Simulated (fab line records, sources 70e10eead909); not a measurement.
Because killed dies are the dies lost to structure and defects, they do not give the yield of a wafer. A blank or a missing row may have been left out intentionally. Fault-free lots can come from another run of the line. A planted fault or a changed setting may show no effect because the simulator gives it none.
fab line records | flow nand-harc
record lots=5 | wafers=15 | last-day=33
route steps=1302 shown A_CHANNEL_HOLE_D1@456 END@1302
lots that met no fault: from a run of the same line without faults
start-h: start of the lot's first displayed wafer, in hours after the record's first day | wait-h: how many hours have passed since the lot's step before this one | " the same as in the row above | L1.1+2: one row covering several wafers at once | - value missing, or start not given | * or withheld: withheld | < > ~ a bound
route shown NAME@n: NAME is a module with steps in the file, n the number in the route of the first one | usual: mean and standard deviation over wafers with no fault | same: alike in all rows | chamber/n: place in a boat | sites: each site's reading | _std_site: standard deviation of those values | _edge_site: outer sites' mean less inner sites' | radius-mm: how far each site lies from the wafer's centre | mask NAME#n: copy n | behind: tool/chamber where the wafer was last shaped | hold: the reason the lot was held/the length of the hold in hours/how it ended | device: the transistor (n, p or np) that didn't switch | end of line: the route-end tests of the same wafers | where a step has no rows: the recipe by itself | killed: at the first sort, the dies lost to defects and structure; wafer yield is something else | map: the dies of a wafer, with x for killed, . for not killed, _ for no die there
set.NAME: the setting as run; set.NAME@STEP: as run at that earlier step | model.NAME: the simulator's own value behind a step, which no gauge read
a table for each step, a row for each wafer; lots at some steps of the route
services: when a tool's chamber went out of use (start-h, in hours from the record's first day, below 0 if earlier), for how many hours, and the reason
## steps
# step NHARC_A_CHANNEL_HOLE_D1_COAT_04
# recipe spin-rpm=1500 | resist-thk-nm=90
# step NHARC_A_CHANNEL_HOLE_D1_SOFTBAKE_05
# recipe temp-c=105 | time-s=55
# step NHARC_A_CHANNEL_HOLE_D1_EBR_06
# step NHARC_A_CHANNEL_HOLE_D1_EXPOSE_07
# recipe na=1.35 | target-cd-nm=100 | sigma-outer=0.3 | dose-mj=59.65 | mask-id=HOLE_D1
# step NHARC_A_CHANNEL_HOLE_D1_PEB_08
# recipe peb-temp-c=100 | peb-time-s=65
# step NHARC_A_CHANNEL_HOLE_D1_DEVELOP_09
# recipe develop-time-s=35 | dev-temp-c=23
# step NHARC_A_CHANNEL_HOLE_D1_CD_MEAS_10
# recipe target-cd-nm=100 | landing-energy-ev=500
# usual cd-nm=99.7/0.54
lot.wafer | tool      | chamber | start-h | wait-h | cd-nm
L832.3    | cd-sem-02 | 0       | 212.28  | -      | 99.2
L832.4    | "         | 0       | "       | "      | 99.5
L832.6    | "         | 0       | "       | "      | 99.1
L833.1    | cd-sem-01 | 0       | 218.34  | -      | 100.2
L833.2    | "         | 0       | "       | "      | 100.5
L833.3    | "         | 0       | "       | "      | 99.5
L834.1    | cd-sem-03 | 0       | 225.53  | -      | 98.5
L834.2    | "         | 0       | "       | "      | 99.5
L834.5    | "         | 0       | "       | "      | 100.6
L848.1    | cd-sem-02 | 0       | 368.08  | -      | 100.0
L848.2    | "         | 0       | "       | "      | 99.6
L848.4    | "         | 0       | "       | "      | 100.6
L852.2    | cd-sem-02 | 0       | 409.87  | -      | 100.5
L852.5    | "         | 0       | "       | "      | 100.6
L852.6    | "         | 0       | "       | "      | 99.7
# step NHARC_A_CHANNEL_HOLE_D1_OVL_MEAS_11
# usual overlay-x-nm=0.0/0.93 | overlay-y-nm=0.0/0.92
lot.wafer | tool       | chamber | start-h | wait-h | overlay-x-nm | overlay-y-nm
L832.3    | overlay-01 | -       | 212.36  | -      | 1.3          | 1.2
L832.4    | "          | -       | "       | "      | 0.5          | 1.4
L832.6    | "          | -       | "       | "      | 0.7          | 1.0
L833.1    | overlay-02 | -       | 218.43  | -      | -0.7         | 0.4
L833.2    | "          | -       | "       | "      | -0.7         | 0.4
L833.3    | "          | -       | "       | "      | -0.8         | -0.4
L834.1    | overlay-01 | -       | 225.62  | -      | 0.8          | 1.7
L834.2    | "          | -       | "       | "      | 0.5          | 1.2
L834.5    | "          | -       | "       | "      | 1.0          | 1.1
L848.1    | overlay-01 | -       | 368.17  | -      | -0.1         | -0.5
L848.2    | "          | -       | "       | "      | 0.4          | -0.5
L848.4    | "          | -       | "       | "      | 0.7          | -0.6
L852.2    | overlay-01 | -       | 409.96  | -      | -0.5         | -1.5
L852.5    | "          | -       | "       | "      | 0.0          | -0.9
L852.6    | "          | -       | "       | "      | -0.1         | -0.8
# step NHARC_A_CHANNEL_HOLE_D1_INSPECT_12
# usual raw-defect-count=4.9/2.6
lot.wafer | tool              | chamber | start-h | wait-h | raw-defect-count
L832.3    | defect-inspect-01 | -       | 212.40  | 0.0    | 5
L832.4    | "                 | -       | "       | "      | 2
L832.6    | "                 | -       | "       | "      | 4
L833.1    | defect-inspect-02 | -       | 218.47  | 0.0    | 3
L833.2    | "                 | -       | "       | "      | 4
L833.3    | "                 | -       | "       | "      | 0
L834.1    | defect-inspect-02 | -       | 225.66  | 0.0    | 3
L834.2    | "                 | -       | "       | "      | 5
L834.5    | "                 | -       | "       | "      | 8
L848.1    | defect-inspect-02 | -       | 368.21  | 0.0    | 5
L848.2    | "                 | -       | "       | "      | 3
L848.4    | "                 | -       | "       | "      | 6
L852.2    | defect-inspect-02 | -       | 409.99  | 0.0    | 4
L852.5    | "                 | -       | "       | "      | 3
L852.6    | "                 | -       | "       | "      | 5
# step NHARC_A_CHANNEL_HOLE_D1_DESCUM_15
# recipe time-s=3 | o2-flow-sccm=200 | ar-flow-sccm=0 | bias-power-w=0 | chemistry=O2
# usual drypump-motor-current-A=5.9/0.48 | oes-product-au=0.999/0.012 | rf-vpp-V=57.6/0.85 | showerhead-plenum-p-Torr=1.89/0.067 | throttle-valve-pct=11.311/0.0099
lot.wafer | tool        | chamber | start-h | wait-h | drypump-motor-current-A | oes-product-au | rf-hours-counter-h | rf-vpp-V | showerhead-plenum-p-Torr | throttle-valve-pct
L832.3    | rie-diel-03 | 3       | 212.47  | 0.1    | 6.2                     | 0.991          | 8                  | 58.0     | 1.92                     | 11.321
L832.4    | "           | 0       | "       | "      | 5.7                     | 0.983          | 7                  | 57.6     | 1.82                     | 11.314
L832.6    | "           | 2       | "       | "      | 5.9                     | 1.008          | -                  | 57.1     | 1.81                     | 11.322
L833.3    | rie-diel-07 | 3       | 218.53  | 0.1    | 4.9                     | 1.014          | 29                 | 58.3     | 1.91                     | 11.319
L833.2    | "           | 0       | "       | "      | 5.5                     | 0.998          | 28                 | 58.3     | 2.01                     | 11.309
L833.1    | "           | 2       | "       | "      | 6.2                     | 1.007          | 34                 | 56.6     | 1.89                     | 11.316
L834.2    | rie-diel-03 | 3       | 225.73  | 0.1    | 6.2                     | 0.981          | 10                 | 57.7     | 1.92                     | 11.324
L834.1    | "           | 0       | "       | "      | 5.7                     | 0.993          | 8                  | 57.5     | 1.82                     | 11.316
L834.5    | "           | 2       | "       | "      | 5.9                     | 1.017          | -                  | 58.8     | 1.81                     | 11.301
L848.1    | rie-diel-03 | 0       | 368.27  | 0.1    | 5.8                     | 0.999          | 7                  | 57.9     | 1.81                     | 11.301
L848.4    | "           | 2       | "       | "      | 5.9                     | 0.995          | 6                  | 57.3     | 1.80                     | 11.343
L848.2    | "           | 3       | "       | "      | 6.2                     | 0.980          | 6                  | 58.7     | 1.91                     | 11.310
L852.2    | rie-diel-07 | 2       | 410.07  | 0.1    | 6.2                     | 1.002          | 39                 | 55.9     | 1.87                     | 11.316
L852.5    | "           | 0       | "       | "      | 5.6                     | 0.998          | -                  | 59.4     | 1.99                     | 11.300
L852.6    | "           | 1       | "       | "      | 6.3                     | 1.007          | -                  | 58.4     | 1.96                     | 11.316
# step NHARC_A_CHANNEL_HOLE_D1_ETCH_38
# recipe target-depth-a=390 | over-etch-frac=0.3 | time-s=65 | ion-energy-ev=80 | cf4-flow-sccm=150 | ar-flow-sccm=0 | rf-w=300 | bias-w=100 | chemistry=CF4
# usual cf4-flow-sccm=150.0/0.44 | drypump-motor-current-A=5.9/0.49 | oes-product-au=0.996/0.012 | rf-vpp-V=151.0/1.1 | showerhead-plenum-p-Torr=1.75/0.056 | throttle-valve-pct=13.283/0.0092
lot.wafer | tool        | chamber | start-h | wait-h | cf4-flow-sccm | drypump-motor-current-A | oes-product-au | rf-hours-counter-h | rf-vpp-V | showerhead-plenum-p-Torr | throttle-valve-pct
L832.4    | rie-diel-03 | 0       | 212.55  | 0.1    | 149.4         | 5.8                     | 0.976          | 7                  | 149.3    | 1.69                     | 13.289
L832.3    | "           | 3       | "       | "      | 150.8         | 6.2                     | 0.977          | 8                  | 150.6    | 1.77                     | 13.286
L832.6    | "           | 1       | "       | "      | 149.2         | 6.6                     | 0.994          | -                  | 153.2    | 1.80                     | 13.278
L833.3    | rie-diel-07 | 2       | 218.61  | 0.1    | 149.7         | 6.2                     | 1.001          | 34                 | 150.8    | 1.75                     | 13.277
L833.1    | "           | 3       | "       | "      | 149.9         | 5.0                     | 1.020          | 30                 | 152.0    | 1.77                     | 13.297
L833.2    | "           | 1       | "       | "      | 150.0         | 6.2                     | 1.005          | 33                 | 152.4    | 1.83                     | 13.277
L834.2    | rie-diel-03 | 2       | 225.81  | 0.1    | 150.0         | 5.9                     | 1.014          | 9                  | 151.1    | 1.68                     | 13.282
L834.1    | "           | 3       | "       | "      | 150.1         | 6.2                     | 0.987          | 10                 | 151.3    | 1.77                     | 13.300
L834.5    | "           | 2       | "       | "      | 149.7         | 5.9                     | 1.013          | -                  | 150.5    | 1.68                     | 13.290
L848.2    | rie-diel-03 | 1       | 368.36  | 0.1    | 150.1         | 6.6                     | 1.001          | 6                  | 151.9    | 1.80                     | 13.289
L848.4    | "           | 3       | "       | "      | 150.1         | 6.2                     | 0.962          | 6                  | 150.6    | 1.77                     | 13.294
L848.1    | "           | 0       | "       | "      | 149.5         | 5.7                     | 0.992          | 7                  | 151.8    | 1.68                     | 13.283
L852.2    | rie-diel-07 | 2       | 410.16  | 0.1    | 148.8         | 6.2                     | 1.001          | 39                 | 151.4    | 1.73                     | 13.284
L852.6    | "           | 3       | "       | "      | 150.0         | 5.0                     | 1.015          | -                  | 151.2    | 1.75                     | 13.279
L852.5    | "           | 0       | "       | "      | 149.5         | 5.5                     | 1.002          | -                  | 152.7    | 1.84                     | 13.284
# step NHARC_A_CHANNEL_HOLE_D1_ETCH_39
# recipe target-depth-a=2600 | over-etch-frac=0.3 | time-s=325 | ion-energy-ev=200 | n2-flow-sccm=150 | h2-flow-sccm=150 | ar-flow-sccm=0 | rf-w=400 | bias-w=150 | chemistry=N2/H2
# usual drypump-motor-current-A=5.9/0.45 | oes-product-au=0.998/0.012 | rf-vpp-V=429.8/2.1 | showerhead-plenum-p-Torr=2.01/0.071 | throttle-valve-pct=14.172/0.0095
lot.wafer | tool        | chamber | start-h | wait-h | drypump-motor-current-A | oes-product-au | rf-hours-counter-h | rf-vpp-V | showerhead-plenum-p-Torr | throttle-valve-pct
L832.4    | rie-diel-03 | 2       | -       | -      | 5.9                     | 1.021          | 8                  | 427.2    | 1.92                     | 14.169
L832.3    | "           | 0       | "       | "      | 5.7                     | 0.991          | 7                  | 429.8    | 1.93                     | 14.168
L832.6    | "           | 3       | "       | "      | 6.2                     | 0.991          | -                  | 430.3    | 2.04                     | 14.157
L833.2    | rie-diel-07 | 2       | -       | -      | 6.2                     | 1.006          | 34                 | 429.5    | 2.01                     | 14.168
L833.1    | "           | 3       | "       | "      | 5.0                     | 1.008          | 30                 | 430.7    | 2.04                     | 14.180
L833.3    | "           | 0       | "       | "      | 5.6                     | 1.000          | 28                 | 432.8    | 2.15                     | 14.167
L834.2    | rie-diel-03 | 3       | -       | -      | 6.2                     | 0.986          | 10                 | 431.3    | 2.04                     | 14.190
L834.1    | "           | 1       | "       | "      | 6.7                     | 0.982          | 8                  | 430.1    | 2.08                     | 14.169
L834.5    | "           | 2       | "       | "      | 5.9                     | 1.014          | -                  | 427.1    | 1.92                     | 14.179
L848.4    | rie-diel-03 | 0       | -       | -      | 5.7                     | 0.990          | 7                  | 426.7    | 1.93                     | 14.168
L848.2    | "           | 1       | "       | "      | 6.6                     | 0.989          | 6                  | 431.7    | 2.07                     | 14.162
L848.1    | "           | 2       | "       | "      | 5.9                     | 0.985          | 6                  | 426.8    | 1.92                     | 14.173
L852.2    | rie-diel-07 | 1       | -       | -      | 6.2                     | 1.019          | 43                 | 432.5    | 2.09                     | 14.164
L852.6    | "           | 2       | "       | "      | 6.2                     | 0.997          | -                  | 430.9    | 1.99                     | 14.177
L852.5    | "           | 3       | "       | "      | 5.0                     | 1.011          | -                  | 430.3    | 2.02                     | 14.165
# step NHARC_A_CHANNEL_HOLE_D1_ETCH_34
# recipe target-depth-a=1540 | time-s=77 | cf4-flow-sccm=100 | chf3-flow-sccm=30 | ar-flow-sccm=0 | rf-w=500 | bias-w=200 | chemistry=CF4/CHF3
# usual cf4-flow-sccm=100.0/0.3 | drypump-motor-current-A=6.0/0.48 | oes-product-au=0.941/0.025 | rf-vpp-V=370.1/1.9 | showerhead-plenum-p-Torr=1.56/0.051 | throttle-valve-pct=16.802/0.0089
lot.wafer | tool        | chamber | start-h | wait-h | cf4-flow-sccm | drypump-motor-current-A | oes-product-au | rf-hours-counter-h | rf-vpp-V | showerhead-plenum-p-Torr | throttle-valve-pct
L832.3    | rie-diel-03 | 0       | 212.90  | -      | 100.2         | 5.7                     | 0.910          | 8                  | 367.3    | 1.50                     | 16.788
L832.4    | "           | 2       | "       | "      | 100.0         | 5.9                     | 0.934          | 8                  | 368.9    | 1.49                     | 16.798
L832.6    | "           | 0       | "       | "      | 100.0         | 5.7                     | 0.914          | -                  | 368.7    | 1.50                     | 16.812
L833.3    | rie-diel-07 | 0       | 218.97  | -      | 99.6          | 5.5                     | 0.962          | 28                 | 373.5    | 1.65                     | 16.792
L833.1    | "           | 1       | "       | "      | 99.8          | 6.3                     | 0.977          | 33                 | 372.5    | 1.63                     | 16.795
L833.2    | "           | 2       | "       | "      | 99.8          | 6.2                     | 0.983          | 34                 | 371.8    | 1.55                     | 16.800
L834.1    | rie-diel-03 | 0       | 226.15  | -      | 99.7          | 5.7                     | 0.970          | 9                  | 367.2    | 1.50                     | 16.806
L834.2    | "           | 2       | "       | "      | 99.8          | 5.9                     | 0.965          | 9                  | 368.4    | 1.49                     | 16.797
L834.5    | "           | 1       | "       | "      | 100.3         | 6.6                     | 0.960          | -                  | 371.2    | 1.60                     | 16.799
L848.4    | rie-diel-03 | 2       | 368.70  | -      | 99.5          | 5.9                     | 0.924          | 6                  | 367.1    | 1.49                     | 16.803
L848.1    | "           | 3       | "       | "      | 99.8          | 6.2                     | 0.912          | 6                  | 371.6    | 1.57                     | 16.802
L848.2    | "           | 0       | "       | "      | 100.0         | 5.7                     | 0.835          | 7                  | 367.1    | 1.49                     | 16.807
L852.2    | rie-diel-07 | 2       | 410.50  | -      | 100.0         | 6.1                     | 0.977          | 40                 | 371.0    | 1.54                     | 16.799
L852.6    | "           | 0       | "       | "      | 100.2         | 5.5                     | 0.955          | -                  | 373.7    | 1.64                     | 16.791
L852.5    | "           | 1       | "       | "      | 99.8          | 6.2                     | 0.977          | -                  | 371.9    | 1.61                     | 16.785
# step NHARC_A_CHANNEL_HOLE_D1_ETCH_16
# recipe target-depth-a=31000 | over-etch-frac=0.3 | time-s=806 | ion-energy-ev=150 | o2-flow-sccm=400 | cos-flow-sccm=20 | ar-flow-sccm=0 | rf-w=500 | bias-w=300 | chemistry=O2/COS
# usual drypump-motor-current-A=6.0/0.47 | oes-product-au=0.997/0.012 | rf-vpp-V=313.7/1.6 | showerhead-plenum-p-Torr=3.09/0.1 | throttle-valve-pct=28.330/0.0093
lot.wafer | tool        | chamber | start-h | wait-h | drypump-motor-current-A | oes-product-au | rf-hours-counter-h | rf-vpp-V | showerhead-plenum-p-Torr | throttle-valve-pct
L832.3    | rie-diel-03 | 2       | -       | -      | 6.0                     | 1.010          | 8                  | 313.2    | 2.96                     | 28.326
L832.4    | "           | 3       | "       | "      | 6.2                     | 0.986          | 9                  | 313.7    | 3.13                     | 28.341
L832.6    | "           | 2       | "       | "      | 5.9                     | 1.004          | -                  | 312.8    | 2.96                     | 28.308
L833.1    | rie-diel-07 | 1       | -       | -      | 6.3                     | 0.992          | 33                 | 314.1    | 3.23                     | 28.318
L833.3    | "           | 3       | "       | "      | 5.0                     | 1.003          | 30                 | 312.8    | 3.12                     | 28.326
L833.2    | "           | 0       | "       | "      | 5.6                     | 0.998          | 28                 | 315.4    | 3.28                     | 28.342
L834.2    | rie-diel-03 | 3       | -       | -      | 6.2                     | 0.976          | 10                 | 313.9    | 3.13                     | 28.318
L834.1    | "           | 0       | "       | "      | 5.8                     | 0.982          | 9                  | 312.9    | 2.97                     | 28.333
L834.5    | "           | 3       | "       | "      | 6.2                     | 0.983          | -                  | 313.5    | 3.13                     | 28.330
L848.2    | rie-diel-03 | 2       | -       | -      | 5.9                     | 0.982          | 6                  | 311.8    | 2.95                     | 28.316
L848.4    | "           | 3       | "       | "      | 6.2                     | 0.977          | 7                  | 313.3    | 3.12                     | 28.318
L848.1    | "           | 0       | "       | "      | 5.7                     | 0.986          | 7                  | 310.4    | 2.97                     | 28.342
L852.2    | rie-diel-07 | 1       | -       | -      | 6.3                     | 1.001          | 43                 | 315.0    | 3.20                     | 28.325
L852.5    | "           | 3       | "       | "      | 5.0                     | 1.009          | -                  | 314.8    | 3.10                     | 28.331
L852.6    | "           | 0       | "       | "      | 5.5                     | 0.997          | -                  | 315.3    | 3.25                     | 28.338
# step NHARC_END_SORT_01
# recipe temp-c=25
# usual killed-at-array=55/17 | killed-at-other=0.9/1.2 | killed-at-periphery=3.7/2.5 | killed-dies=59/18 | killed-open=3.4/1.9 | killed-short=2.6/1.6
# same gross-dies=677
lot.wafer | tool      | chamber | start-h | wait-h | killed-at-array | killed-at-other | killed-at-periphery | killed-dies | killed-open | killed-short
L848.2    | prober-02 | 0       | 744.76  | 2.8    | 666             | 1               | 2                   | 669         | 5           | 1
# killed by level:class
L848.2 A_CHANNEL_HOLE_D1:area-etch=589 A_CHANNEL_HOLE_D1:chamber-film-flake=34 A_SLIT:chamber-film-flake=17 A_STAIRCASE:chamber-film-flake=10 A_CONTACT:chamber-film-flake=10 A_WL_FILL:chamber-film-flake=2 P_M0:geometric-particle:open=1 P_M1:geometric-particle:short=1
# map L848.2 (x killed, . not)
____________x____________
_________xxxxxxx_________
_______xxxxxxxxxxx_______
______xxxxxxxxxxxxx______
_____xxxxxxxxxxxxxxx_____
____xxxxxxxxxxxxxxxxx____
____xxxxxxxxxxxxxxxxx____
___xxxxxxxxxxxxxxxxxxx___
___xxxxxxxxxxxxxxxxxxx___
__xxxxxxxxxxxxxxxxxxxxx__
__xxxxxxxxxxxxxxxxxxxxx__
_xxxxxxxxxxxxxxxxxxxxxxx_
_xxxxxxxxxxxxxxxxxxxxxxx_
_xxxxxxxxxxxxxxxxxxxxxxx_
_xxxxxxxxxxxxxxxxxxxxxxx_
_xxxxxxxxx.xxxxxxxxxxxxx_
xxxxxxxxxxxx.xxxxxxxxxxxx
xxxxxxxxxxxxxx.xxxxxxxxxx
xxxxx.xxxxxxxxxxxxxxxxxxx
xxxxxxxxxxxxxxxxxxxxxxxxx
xxxxxxxxxxx.xxxx.xxxxxxxx
_xxxxxxxxxx.xxxxxxxxxxxx_
_xxxxxxxxxxxxxxxxxxxxxxx_
_xxxxxxxxxxxxxxxxxxxxxxx_
_xxxxxxxxxxxxxxxxxxxxxxx_
_xxxxxxxxxxxxxx.xxxxxxxx_
__xxxxxxxxxxxxxxxxxxxxx__
__xxxxxxxxxxxxxxxxxxxxx__
___xxxxxxxxxxxxxxxxxxx___
___xxxxxxxxxxxxxxxxxxx___
____xxxxxxxxxxxxxxxxx____
____xxxxxxxxxxxxxxxxx____
_____xxxxxxxxxxxxxxx_____
______xxxxxxxxxxxxx______
_______xxxxxxxxxxx_______
_________xxxxxxx_________
____________x____________
# map L834.5 (x killed, . not)
____________.____________
_________......._________
_______.x........._______
______.x...........______
_____..............._____
____.................____
____.................____
___...................___
___...................___
__.....................__
__.....................__
_..xx..................._
_....x.................._
_....x.x................_
_....xxxxx.............._
_......................._
.......x.................
.....x.x.................
....x...x................
.........................
....x....................
_......................._
_.................x....._
_......................._
_......................._
_......................._
__.....................__
__x....................__
___.................x.___
___...................___
____.................____
____.................____
_____x.............._____
______.............______
_______..........._______
_________......._________
____________x____________
## services
tool        | chamber | start-h | hours | kind
rie-diel-03 | 0       | 211.30  | -     | clean
rie-diel-03 | 1       | 211.30  | -     | clean
rie-diel-03 | 2       | 211.30  | -     | clean
rie-diel-03 | 3       | 211.30  | -     | clean
rie-diel-07 | -       | 230.26  | 0.6   | repair
rie-diel-03 | 0       | 235.80  | -     | clean
rie-diel-03 | 1       | 235.80  | -     | clean
rie-diel-03 | 2       | 235.80  | -     | clean
rie-diel-03 | 3       | 235.80  | -     | clean
rie-diel-03 | 0       | 260.31  | -     | clean
rie-diel-03 | 1       | 260.31  | -     | clean
rie-diel-03 | 2       | 260.31  | -     | clean
rie-diel-03 | 3       | 260.31  | -     | clean
rie-diel-03 | 1       | 261.03  | 3.5   | repair
rie-diel-03 | -       | 281.30  | 9.0   | pm
rie-diel-03 | 0       | 281.30  | 9.0   | vent-cycle
rie-diel-03 | 1       | 281.30  | 9.0   | vent-cycle
rie-diel-03 | 2       | 281.30  | 9.0   | vent-cycle
rie-diel-03 | 3       | 281.30  | 9.0   | vent-cycle
rie-diel-03 | 0       | 290.30  | -     | clean
rie-diel-07 | -       | 294.20  | 9.0   | pm
rie-diel-07 | 3       | 334.27  | 14.8  | repair
rie-diel-07 | -       | 377.09  | 0.3   | repair
rie-diel-03 | 3       | 397.24  | 11.7  | repair
## key
first-sign step=NHARC_A_CHANNEL_HOLE_D1_ETCH_34 | reading=oes-product-au | direction=down | sigmas=4.3 | usual=0.941 | struck=0.835
effect step=NHARC_END_SORT_01 | reading=killed-at-array | direction=up | sigmas=35 | usual=55 | struck=666
more-kills-born-at NHARC_A_CHANNEL_HOLE_D1_ETCH_34@rie-diel-03=589
met-at NHARC_A_CHANNEL_HOLE_D1_ETCH_34
struck-wafers L848.2
later-rows-left-out L848.2
tester-left-out L848
onset-between 226.15 368.70
fault kind=process-parameter-drift | tool=rie-diel-03 | chamber=0 | onset-h=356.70 | steps=NHARC_A_CHANNEL_HOLE_D1_ETCH_34 | channel=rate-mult | offset=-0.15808 | shape=step | end-h=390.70
# tester-left-out: of these lots the tester's yield and bins aren't shown, on N5 and GAA mostly nor the transistor test; their killed dies are dies lost to structure and defects alone, not to doping, threshold or leakage, so they don't give the yield
# later-rows-left-out: the simulator's readings of these wafers behind a module that went badly wrong aren't trusted and aren't shown, but for the sort
